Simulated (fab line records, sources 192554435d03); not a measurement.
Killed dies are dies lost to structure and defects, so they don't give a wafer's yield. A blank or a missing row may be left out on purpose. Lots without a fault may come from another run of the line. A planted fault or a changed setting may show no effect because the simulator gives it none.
fab line records | flow n5_finfet
record lots=5 wafers=14 last_day=18
route steps=1938 shown BEOL_M1@835 BEOL_M2@841 BEOL_M4@1111 PASSIVATION@1936
lots that met no fault: from a run of the same line without faults
start_h: hours from the record's first day to the start of the lot's first wafer shown | wait_h: hours since the lot's step before | " the same as in the row above | L1.1+2: a row that stands for several wafers | - no value, or no start given | * or withheld: withheld | < > ~ a bound
route shown NAME@n: a module of which the file shows steps, and the number in the route of the first | usual: mean/standard deviation of fault-free wafers | same: alike in all rows | chamber/n: place in a boat | sites: the reading at each site | _std_site: their standard deviation | _edge_site: outer sites' mean less inner sites' | radius_mm: how far each site lies from the wafer's centre | mask NAME#n: copy n | behind: the tool/chamber that last shaped the wafer | hold: why the lot was held/for how many hours/how that ended | device: the transistor (n, p or np) that didn't switch | end of line: the same wafers' tests at the end of the route | a step without rows: its recipe alone | killed: dies lost to structure and defects at the first sort, not the wafer's yield | map: a wafer's dies, x killed, . not, _ none there
set.NAME: the setting as run; set.NAME@STEP: as run at that earlier step | model.NAME: the simulator's own value behind a step, which no gauge read
lots at some steps of the route; a table a step, a row a wafer
services: from which hour (start_h, from the record's first day; less than 0 if before it) a tool's chamber was out of use, for how many hours, and why
## steps
# step N5_BEOL_M1_PRE_CLEAN_60
# recipe gas=NH3/H2 time_s=15 temp_c=* rf_power_w=300
# step N5_BEOL_M1_CO_CAP_55
# recipe material=Co target_thk_a=20 temp_c=200 precursor=CCTBA/H2 pressure_torr=30 time_s=102.1
# step N5_BEOL_M1_PRE_CLEAN_56
# recipe gas=NH3 time_s=15 temp_c=withheld rf_power_w=300
# step N5_BEOL_M1_DEP_57
# recipe material=SiCN target_thk_a=80 temp_c=withheld precursor=3MS/NH3 pressure_torr=3 rf_w=202 time_s=14
# step N5_BEOL_M2_ILD_DEP_00
# recipe material=SiOC target_thk_a=790 temp_c=350 precursor=DEMS/O2 pressure_torr=5 rf_w=500 time_s=15.3
# step N5_BEOL_M2_PECVD_72
# recipe material=SiO2 target_thk_a=160 temp_c=400 precursor=TEOS/O2 pressure_torr=5.5 rf_w=450 teos_flow_sccm=53.8 gas=O2 flow_sccm=3000 time_s=18
# step N5_BEOL_M2_HM_DEP_02
# recipe material=TiN target_thk_a=200 temp_c=25 chamber_pressure_pa=0.49996
# step N5_BEOL_M2_COAT_61
# recipe resist=SOC temp_c=250 time_s=60 spin_rpm=1500 resist_thk_nm=60
# step N5_BEOL_M2_COAT_62
# recipe resist=SiARC temp_c=220 time_s=60 spin_rpm=1500 resist_thk_nm=12
# step N5_BEOL_M2_COAT_73
# recipe resist=underlayer temp_c=205 time_s=60 spin_rpm=1500 resist_thk_nm=5
# usual spin_speed_rpm=1500.1/0.89
# columns lot.wafer tool chamber start_h wait_h spin_speed_rpm model.underlayer_of_BEOL_M2_COAT_73.thk_nm
L318.2 litho_track-02 0 173.86 - 1500.9 5
L318.3 " 0 " " 1501.3 5
L318.6 " 0 " " 1499.0 5
L324.3 litho_track-02 0 185.86 - 1720.0 4.6
L324.4 " 0 " " 1720.4 4.6
L324.5 " 0 " " 1721.2 4.6
L326.3 litho_track-02 0 187.52 - 1721.1 4.6
L326.4 " 0 " " 1720.9 4.6
L326.6 " 0 " " 1718.9 4.6
L328.1 litho_track-01 0 202.84 - 1498.9 5
L328.2 " 0 " " 1500.5 5
L327.2 litho_track-02 0 205.39 - 1720.9 4.6
L327.4 " 0 " " 1719.0 4.6
L327.6 " 0 " " 1719.4 4.6
# step N5_BEOL_M2_COAT_05
# recipe resist=CAR-EUV spin_rpm=1500 resist_thk_nm=30
# step N5_BEOL_M2_EBR_07
# recipe solvent=PGMEA ebr_width_mm=1.5
# step N5_BEOL_M2_SOFTBAKE_06
# recipe temp_c=110 time_s=60 resist=CAR-EUV
# step N5_BEOL_M2_EXPOSE_08
# recipe mask_id=M2 na=0.33 source_shape=dipole sigma_inner=0.369 sigma_outer=0.767 polarization=unpolarized dose_mj=41.25
# step N5_BEOL_M2_PEB_09
# recipe peb_temp_c=100 peb_time_s=60 resist=CAR-EUV
# step N5_BEOL_M2_DEVELOP_10
# recipe develop_time_s=30 developer=TMAH resist=CAR-EUV rinse_liquid=surfactant_rinse dry=air_spin dev_temp_c=23
# step N5_BEOL_M2_DESCUM_16
# recipe chemistry=O2 time_s=7 source_power_w=50 bias_power_w=20 pressure_mtorr=20 rf_frequency_hz=2.712e+07 temp_c=40 resist=CAR-EUV o2_flow_sccm=225
# step N5_BEOL_M2_ETCH_74
# recipe chemistry=N2/H2 target=underlayer target_depth_a=65 mask_material=CAR-EUV time_s=5.2 ion_energy_ev=200 pressure_mtorr=30 source_w=840 bias_w=150 n2_flow_sccm=200 h2_flow_sccm=200 ends=cleared
# usual drypump_motor_current_A=5.9/0.45 etch_rf_on_time_s=5.17/0.14 oes_product_au=0.69/0.069 rf_vpp_V=525.5/2.3 showerhead_plenum_p_Torr=2.61/0.074 throttle_valve_pct=17.79/0.27
# columns lot.wafer tool chamber start_h wait_h drypump_motor_current_A etch_rf_on_time_s oes_product_au rf_hours_counter_h rf_vpp_V showerhead_plenum_p_Torr throttle_valve_pct model.etch.depth_nm
L318.2 rie_diel-01 2 174.41 0.0 5.5 5.17 0.64 171 523.6 2.55 17.72 5.009
L318.3 " 3 " " 6.4 5.34 0.62 164 523.4 2.53 17.63 5.021
L318.6 " 2 " " 5.5 5.25 0.64 - 525.4 2.54 17.74 5.021
L324.3 rie_diel-05 2 186.40 0.0 5.8 5.00 0.72 47 526.8 2.59 17.73 4.684
L324.4 " 0 " " 5.6 4.87 0.69 62 528.3 2.67 17.32 4.682
L324.5 " 2 " " 5.7 4.98 0.73 - 524.6 2.59 17.74 4.695
L326.3 rie_diel-05 2 187.94 0.0 5.8 5.01 0.73 48 525.3 2.59 17.72 4.675
L326.4 " 0 " " 5.7 4.78 0.70 62 526.0 2.66 17.33 4.671
L326.6 " 3 " " 6.8 4.71 0.77 - 527.2 2.68 17.46 4.661
L328.1 rie_diel-05 2 203.47 0.0 5.8 5.26 0.72 54 523.5 2.59 17.75 5.002
L328.2 " 3 " " 6.7 4.98 0.75 31 528.3 2.68 17.49 4.984
L327.2 rie_diel-05 3 206.78 0.0 6.7 4.74 0.75 33 526.4 2.68 17.44 4.683
L327.4 " 1 " " 6.2 4.69 0.79 25 529.2 2.72 18.11 4.685
L327.6 " 3 " " 6.7 4.71 0.77 - 527.0 2.68 17.48 4.687
# step N5_BEOL_M2_ETCH_63
# recipe chemistry=CF4 target=SiARC target_depth_a=156 mask_material=CAR-EUV time_s=26 ion_energy_ev=80 pressure_mtorr=40 source_w=545 bias_w=36 Ar_flow_sccm=100 cf4_flow_sccm=100 ends=cleared
# step N5_BEOL_M4_RC_MEAS_101
# usual DIBL_N=37.7/2 DIBL_P=37.7/2.3 IOFF_N=0.18/0.039 IOFF_P=0.23/0.042 ION_N=681/12 ION_P=463/8 SS_N=71.9/0.68 SS_P=73.6/0.71 VT_N=248/3.2 VT_P=-249/3.1
# columns lot.wafer tool chamber start_h wait_h DIBL_N[mV/V] DIBL_P[mV/V] IOFF_N[nA/um] IOFF_P[nA/um] ION_N[uA/um] ION_P[uA/um] SS_N[mV/dec] SS_P[mV/dec] VT_N[mV] VT_P[mV]
L318.2 prober-01 0 274.08 0.2 36.4 34.7 0.17 0.20 700 469 71.9 72.9 246 -253
L318.3 " 0 " " 37.5 35.6 0.19 0.20 681 456 71.8 73.0 245 -250
L318.6 " 0 " " 35.1 33.7 0.15 0.19 683 466 71.0 72.4 248 -251
L324.3 prober-01 0 298.88 0.3 39.3 38.7 0.21 0.23 677 460 72.5 73.9 244 -252
L324.4 " 0 " " 37.5 38.0 0.18 0.21 678 464 72.2 73.0 248 -252
L324.5 " 0 " " 41.3 42.4 0.25 0.28 678 454 73.0 74.6 245 -249
L326.3 prober-01 0 310.26 0.3 40.5 41.4 0.24 0.33 702 483 72.5 74.7 245 -243
L326.4 " 0 " " 37.3 37.3 0.18 0.25 683 469 71.3 73.2 246 -245
L326.6 " 0 " " 38.5 38.3 0.19 0.26 669 464 71.7 73.8 250 -248
L328.1 prober-01 0 317.17 0.0 39.6 39.1 0.22 0.26 696 469 72.3 73.6 241 -246
L328.2 " 0 " " 39.3 39.7 0.19 0.27 701 477 71.6 73.5 246 -249
L327.2 prober-02 0 323.25 0.2 37.2 38.4 0.23 0.23 688 460 72.1 73.7 244 -251
L327.4 " 0 " " 32.6 33.4 0.13 0.17 686 460 70.9 72.3 247 -251
L327.6 " 0 " " 36.5 37.8 0.20 0.22 686 462 72.0 73.3 246 -248
# step N5_PASSIVATION_PROBE_49
# usual defect_limited_yield=91.1/1.4 killed_at_M0_to_M3=34/9.6 killed_at_M4_up=15/5.3 killed_at_contacts=12/6.1 killed_at_front_end=40/11 killed_at_other=3.5/2.8 killed_dies=105/17 killed_open=70/12 killed_short=34/7.7 sort_bin_5_function=5.2/0.97 sort_bin_6_memory=3.4/0.62 sort_n_pass=1075/17 sort_yield_pct=91.1/1.4
# same gross_dies=1180 killed_at_back_side=0 sort_bin_4_leakage[%]=0 sort_bin_8_speed[%]=0
# columns lot.wafer tool chamber start_h wait_h defect_limited_yield[%] killed_at_M0_to_M3 killed_at_M4_up killed_at_contacts killed_at_front_end killed_at_other killed_dies killed_open killed_short sort_bin_5_function[%] sort_bin_6_memory[%] sort_n_pass sort_yield_pct[%]
L318.2 prober-01 - 387.88 0.1 92.4 24 23 1 37 5 90 57 25 4.2 3.1 1090 92.4
L318.3 prober-01 - 387.93 0.1 90.6 38 10 7 48 8 111 67 42 5.9 3.5 1069 90.6
L318.6 prober-01 - 388.08 0.3 91.9 20 12 4 53 6 95 57 38 4.2 3.3 1085 91.9
# killed by level:class
L318.2 BEOL_M4:geometric_particle:open=10 FIN_SAQP:geometric_particle:open=7 BEOL_M2:geometric_particle:open=6 STI_FIN_REVEAL:geometric_particle:open=5 DUMMY_GATE:geometric_particle:open=5 BEOL_M2:geometric_particle:short=5 HKMG_FIN:area_etch=5 BEOL_M0_SAQP:geometric_particle:short=4
L318.3 FIN_SAQP:geometric_particle:open=12 BEOL_M1:geometric_particle:open=11 BEOL_M0_SAQP:geometric_particle:short=9 FIN_SAQP:geometric_particle:short=8 STI_FIN_REVEAL:geometric_particle:open=8 BEOL_M0_SAQP:geometric_particle:open=7 STARTING-WAFER:geometric_particle:short=7 MOL_CONTACT_COAG:geometric_particle:open=6
L318.6 FIN_SAQP:geometric_particle:short=17 FIN_SAQP:geometric_particle:open=14 STI_FIN_REVEAL:geometric_particle:open=5 BEOL_M3:geometric_particle:open=5 STARTING-WAFER:geometric_particle:short=4 MOL_CONTACT_COAG:geometric_particle:open=4 BEOL_M0_SAQP:geometric_particle:open=4 BEOL_M1:geometric_particle:open=4
## services
# columns tool chamber start_h hours kind
rie_diel-01 3 166.05 3.5 repair
## key
first_sign step=N5_BEOL_M2_COAT_73 reading=spin_speed_rpm direction=up sigmas=99+ usual=* struck=*
effect none on later readings
model_effect step=N5_BEOL_M2_COAT_73 value=underlayer_of_BEOL_M2_COAT_73.thk_nm without=5 struck=4.6
model_effect step=N5_BEOL_M2_ETCH_74 value=etch.depth_nm without=5.012 struck=4.68
met_at N5_BEOL_M2_COAT_73
struck_wafers L324.3,L324.4,L324.5,L326.3,L326.4,L326.6,L327.2,L327.4,L327.6
onset_between 173.86 185.86
fault kind=process_parameter_drift tool=litho_track-02 chamber=- onset_h=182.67 steps=N5_BEOL_M2_COAT_73 channel=spin_rpm offset=* shape=step end_h=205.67 acts_in=* stated=*
